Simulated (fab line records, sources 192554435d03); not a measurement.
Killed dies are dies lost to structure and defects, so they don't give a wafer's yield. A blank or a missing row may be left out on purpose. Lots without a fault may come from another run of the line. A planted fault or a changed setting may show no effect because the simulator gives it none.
Chamber matching | flow n5_finfet | N5_BEOL_M1_STRIP_36 on rie_diel-06: 4 sister chambers
The step strips in N2/H2. 20 wafers are shown with their chamber, then 10 later ones without.

WAFERS WITH THEIR CHAMBER
wafer  | chamber | drypump_motor_current_A (A) | showerhead_plenum_p_Torr (Torr) | oes_product_au (a.u.)
L075.2 | 1       | 6.5                         | 2.52                            | 0.77
L075.4 | 3       | 6.0                         | 2.40                            | 0.72
L075.6 | 0       | 5.2                         | 2.35                            | 0.78
L077.1 | 3       | 6.0                         | 2.40                            | 0.71
L077.4 | 1       | 6.5                         | 2.52                            | 0.77
L077.5 | 2       | 6.1                         | 2.60                            | 0.99
L080.1 | 0       | 5.2                         | 2.35                            | 0.76
L080.4 | 1       | 6.5                         | 2.52                            | 0.75
L080.6 | 2       | 6.1                         | 2.60                            | 0.94
L081.1 | 0       | 5.2                         | 2.35                            | 0.77
L081.3 | 3       | 6.0                         | 2.40                            | 0.70
L081.4 | 1       | 6.5                         | 2.51                            | 0.76
L082.3 | 1       | 6.5                         | 2.51                            | 0.75
L082.4 | 0       | 5.3                         | 2.35                            | 0.76
L082.6 | 1       | 6.5                         | 2.51                            | 0.76
L089.2 | 0       | 5.3                         | 2.34                            | 0.75
L089.3 | 3       | 6.0                         | 2.39                            | 0.70
L089.6 | 0       | 5.3                         | 2.34                            | 0.75
L092.1 | 3       | 6.0                         | 2.39                            | 0.68
L092.2 | 1       | 6.5                         | 2.51                            | 0.74

SIGNATURES (means of the wafers above)
reading                  | chamber 0 | chamber 1 | chamber 2 | chamber 3 | scatter within a chamber
drypump_motor_current_A  | 5.250     | 6.500     | 6.100     | 6.000     | 0.0306
showerhead_plenum_p_Torr | 2.3467    | 2.5143    | 2.6000    | 2.3960    | 0.00515
oes_product_au           | 0.7617    | 0.7571    | 0.9650    | 0.7020    | 0.0149
Rule: a wafer's distance from a chamber is the root of the sum, over the readings, of the square of ((its reading less the chamber's mean) divided by the reading's scatter). The wafer belongs to the nearest chamber; if the next one is less than 2 further off, it can't be placed. The scatter: the root of (the sum of the squares of (reading less its chamber's mean) over the shown wafers, divided by (wafers less chambers)).

WAFERS WITHOUT THEIR CHAMBER
wafer  | drypump_motor_current_A (A) | showerhead_plenum_p_Torr (Torr) | oes_product_au (a.u.)
L092.6 | 6.1                         | 2.59                            | 0.88
L094.1 | 5.2                         | 2.34                            | 0.74
L094.2 | 6.1                         | 2.59                            | 0.89
L094.5 | 6.0                         | 2.39                            | 0.69
L095.2 | 6.1                         | 2.59                            | 0.89
L095.5 | 6.1                         | 2.59                            | 0.88
L095.6 | 6.0                         | 2.39                            | 0.68
L096.2 | 6.5                         | 2.50                            | 0.73
L096.4 | 5.3                         | 2.34                            | 0.75
L096.5 | 6.0                         | 2.39                            | 0.69

WHICH CHAMBER EACH WENT THROUGH
wafer  | from the rows above | in truth
L092.6 | 2                   | 2
L094.1 | 0                   | 0
L094.2 | 2                   | 2
L094.5 | 3                   | 3
L095.2 | 2                   | 2
L095.5 | 2                   | 2
L095.6 | 3                   | 3
L096.2 | 1                   | 1
L096.4 | 0                   | 0
L096.5 | 3                   | 3
Placed correctly: 10 of 10. Can't be placed from these rows: 0. Placed wrongly: 0.
